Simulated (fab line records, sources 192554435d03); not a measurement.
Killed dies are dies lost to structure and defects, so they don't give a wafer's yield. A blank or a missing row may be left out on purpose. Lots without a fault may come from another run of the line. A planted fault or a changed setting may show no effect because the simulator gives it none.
Chamber matching | flow n5_finfet | N5_BEOL_M9_ETCH_62 on rie_diel-01: 4 sister chambers
The step etches SOC in N2/H2, target depth 110 nm, overetch 22 nm, time 165 s. 22 wafers are shown with their chamber, then 11 later ones without.

WAFERS WITH THEIR CHAMBER
wafer  | chamber | showerhead_plenum_p_Torr (Torr) | throttle_valve_pct (%) | oes_product_au (a.u.)
L078.1 | 3       | 2.64                            | 18.2                   | 0.64
L078.2 | 1       | 2.45                            | 17.9                   | 0.64
L078.4 | 3       | 2.64                            | 18.2                   | 0.63
L077.2 | 1       | 2.45                            | 17.9                   | 0.64
L077.3 | 0       | 2.35                            | 18.1                   | 0.65
L077.6 | 2       | 2.60                            | 17.6                   | 0.73
L081.2 | 1       | 2.45                            | 18.0                   | 0.64
L081.5 | 0       | 2.35                            | 18.2                   | 0.64
L081.6 | 3       | 2.64                            | 18.2                   | 0.63
L083.1 | 0       | 2.34                            | 18.1                   | 0.64
L083.4 | 1       | 2.44                            | 17.9                   | 0.63
L083.5 | 2       | 2.60                            | 17.6                   | 0.73
L087.1 | 2       | 2.60                            | 17.6                   | 0.71
L087.2 | 3       | 2.63                            | 18.2                   | 0.62
L087.3 | 1       | 2.44                            | 18.0                   | 0.63
L088.3 | 1       | 2.44                            | 18.0                   | 0.63
L088.4 | 3       | 2.63                            | 18.3                   | 0.62
L088.5 | 0       | 2.34                            | 18.2                   | 0.64
L090.1 | 2       | 2.59                            | 17.6                   | 0.70
L090.4 | 1       | 2.44                            | 18.0                   | 0.63
L090.5 | 3       | 2.63                            | 18.2                   | 0.62
L089.3 | 2       | 2.59                            | 17.6                   | 0.71

SIGNATURES (means of the wafers above)
reading                  | chamber 0 | chamber 1 | chamber 2 | chamber 3 | scatter within a chamber
showerhead_plenum_p_Torr | 2.3450    | 2.4443    | 2.5960    | 2.6350    | 0.00548
throttle_valve_pct       | 18.150    | 17.957    | 17.600    | 18.217    | 0.0444
oes_product_au           | 0.6425    | 0.6343    | 0.7160    | 0.6267    | 0.0085
Rule: a wafer's distance from a chamber is the root of the sum, over the readings, of the square of ((its reading less the chamber's mean) divided by the reading's scatter). The wafer belongs to the nearest chamber; if the next one is less than 2 further off, it can't be placed. The scatter: the root of (the sum of the squares of (reading less its chamber's mean) over the shown wafers, divided by (wafers less chambers)).

WAFERS WITHOUT THEIR CHAMBER
wafer  | showerhead_plenum_p_Torr (Torr) | throttle_valve_pct (%) | oes_product_au (a.u.)
L089.5 | 2.34                            | 18.2                   | 0.63
L089.6 | 2.44                            | 18.0                   | 0.63
L093.1 | 2.63                            | 18.3                   | 0.62
L093.3 | 2.34                            | 18.2                   | 0.62
L093.4 | 2.59                            | 17.6                   | 0.71
L095.1 | 2.44                            | 18.0                   | 0.63
L095.4 | 2.63                            | 18.3                   | 0.62
L095.6 | 2.59                            | 17.6                   | 0.71
L096.3 | 2.43                            | 18.0                   | 0.62
L096.4 | 2.33                            | 18.2                   | 0.63
L096.5 | 2.43                            | 18.0                   | 0.62

WHICH CHAMBER EACH WENT THROUGH
wafer  | from the rows above | in truth
L089.5 | 0                   | 0
L089.6 | 1                   | 1
L093.1 | 3                   | 3
L093.3 | 0                   | 0
L093.4 | 2                   | 2
L095.1 | 1                   | 1
L095.4 | 3                   | 3
L095.6 | 2                   | 2
L096.3 | 1                   | 1
L096.4 | 0                   | 0
L096.5 | 1                   | 1
Placed correctly: 11 of 11. Can't be placed from these rows: 0. Placed wrongly: 0.
